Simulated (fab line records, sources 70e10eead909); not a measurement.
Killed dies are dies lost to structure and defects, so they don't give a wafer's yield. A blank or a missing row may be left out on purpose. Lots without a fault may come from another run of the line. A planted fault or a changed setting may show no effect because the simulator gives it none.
Chamber matching | flow nand_harc | NHARC_A_CONTACT_ETCH_89 on rie_diel-04: 4 sister chambers
The step etches the open film in N2/H2, target depth 260 nm, time 475.3 s. 14 wafers are shown with their chamber, then 7 later ones without.

WAFERS WITH THEIR CHAMBER
wafer  | chamber | showerhead_plenum_p_Torr (Torr) | drypump_motor_current_A (A) | rf_vpp_V (V)
L604.2 | 2       | 1.90                            | 5.8                         | 425.9
L604.5 | 2       | 1.90                            | 5.8                         | 425.4
L604.6 | 3       | 1.94                            | 5.7                         | 428.9
L607.2 | 3       | 1.94                            | 5.7                         | 427.9
L607.3 | 1       | 1.96                            | 5.9                         | 429.6
L607.6 | 1       | 1.96                            | 5.9                         | 426.6
L609.2 | 2       | 1.90                            | 5.9                         | 427.3
L609.4 | 1       | 1.96                            | 6.0                         | 428.8
L609.6 | 2       | 1.90                            | 5.9                         | 426.6
L618.1 | 0       | 2.13                            | 6.6                         | 433.5
L618.4 | 1       | 1.96                            | 6.0                         | 428.5
L618.5 | 3       | 1.93                            | 5.7                         | 426.8
L617.6 | 3       | 1.93                            | 5.7                         | 427.9
L621.4 | 3       | 1.93                            | 5.7                         | 427.6

SIGNATURES (means of the wafers above)
reading                  | chamber 0 | chamber 1 | chamber 2 | chamber 3 | scatter within a chamber
showerhead_plenum_p_Torr | 2.1300    | 1.9600    | 1.9000    | 1.9340    | 0.00346
drypump_motor_current_A  | 6.600     | 5.950     | 5.850     | 5.700     | 0.0447
rf_vpp_V                 | 433.500   | 428.375   | 426.300   | 427.820   | 0.958
Rule: a wafer's distance from a chamber is the root of the sum, over the readings, of the square of ((its reading less the chamber's mean) divided by the reading's scatter). The wafer belongs to the nearest chamber; if the next one is less than 2 further off, it can't be placed. The scatter: the root of (the sum of the squares of (reading less its chamber's mean) over the shown wafers, divided by (wafers less chambers)).

WAFERS WITHOUT THEIR CHAMBER
wafer  | showerhead_plenum_p_Torr (Torr) | drypump_motor_current_A (A) | rf_vpp_V (V)
L620.6 | 1.96                            | 5.9                         | 427.1
L626.2 | 1.93                            | 5.7                         | 427.0
L626.3 | 2.13                            | 6.6                         | 432.5
L626.5 | 1.93                            | 5.7                         | 429.1
L627.3 | 1.93                            | 5.7                         | 429.6
L627.5 | 2.13                            | 6.6                         | 432.6
L627.6 | 1.93                            | 5.7                         | 425.8

WHICH CHAMBER EACH WENT THROUGH
wafer  | from the rows above | in truth
L620.6 | 1                   | 1
L626.2 | 3                   | 3
L626.3 | 0                   | 0
L626.5 | 3                   | 3
L627.3 | 3                   | 3
L627.5 | 0                   | 0
L627.6 | 3                   | 3
Placed correctly: 7 of 7. Can't be placed from these rows: 0. Placed wrongly: 0.
